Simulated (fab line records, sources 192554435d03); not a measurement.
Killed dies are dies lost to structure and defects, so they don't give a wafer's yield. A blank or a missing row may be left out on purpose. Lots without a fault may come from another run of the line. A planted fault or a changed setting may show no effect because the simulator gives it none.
Chamber matching | flow n5_finfet | N5_BEOL_M1_STRIP_19 on rie_diel-01: 4 sister chambers
The step strips in O2. 8 wafers are shown with their chamber, then 11 later ones without.

WAFERS WITH THEIR CHAMBER
wafer  | chamber | drypump_motor_current_A (A) | showerhead_plenum_p_Torr (Torr)
L078.4 | 2       | 5.3                         | 2.06
L086.2 | 1       | 5.5                         | 2.13
L086.4 | 3       | 5.2                         | 2.14
L086.6 | 0       | 6.7                         | 2.22
L088.1 | 1       | 5.5                         | 2.13
L088.5 | 3       | 5.2                         | 2.14
L088.6 | 2       | 5.3                         | 2.05
L093.1 | 0       | 6.8                         | 2.22

WAFERS WITHOUT THEIR CHAMBER
wafer  | drypump_motor_current_A (A) | showerhead_plenum_p_Torr (Torr)
L093.2 | 5.2                         | 2.13
L093.3 | 5.3                         | 2.05
L093.4 | 5.5                         | 2.13
L093.5 | 5.4                         | 2.05
L093.6 | 5.2                         | 2.13
L095.4 | 6.7                         | 2.21
L095.5 | 5.5                         | 2.13
L095.6 | 5.3                         | 2.05
L097.1 | 5.2                         | 2.13
L097.3 | 5.3                         | 2.05
L097.4 | 6.7                         | 2.21

WHICH CHAMBER EACH WENT THROUGH
wafer  | from the rows above | in truth
L093.2 | 3                   | 3
L093.3 | 2                   | 2
L093.4 | 1                   | 1
L093.5 | 2                   | 2
L093.6 | 3                   | 3
L095.4 | 0                   | 0
L095.5 | 1                   | 1
L095.6 | 2                   | 2
L097.1 | 3                   | 3
L097.3 | 2                   | 2
L097.4 | 0                   | 0
Placed correctly: 11 of 11. Can't be placed from these rows: 0. Placed wrongly: 0.
How it was worked out, from the rows above alone: a wafer's distance from a chamber is the root of the sum, over the readings, of the square of ((its reading less the chamber's mean) divided by the reading's scatter). The wafer belongs to the nearest chamber; if the next one is less than 2 further off, it can't be placed. A chamber's mean is the mean of its shown wafers. The scatter: the root of (the sum of the squares of (reading less its chamber's mean) over the shown wafers, divided by (wafers less chambers)).
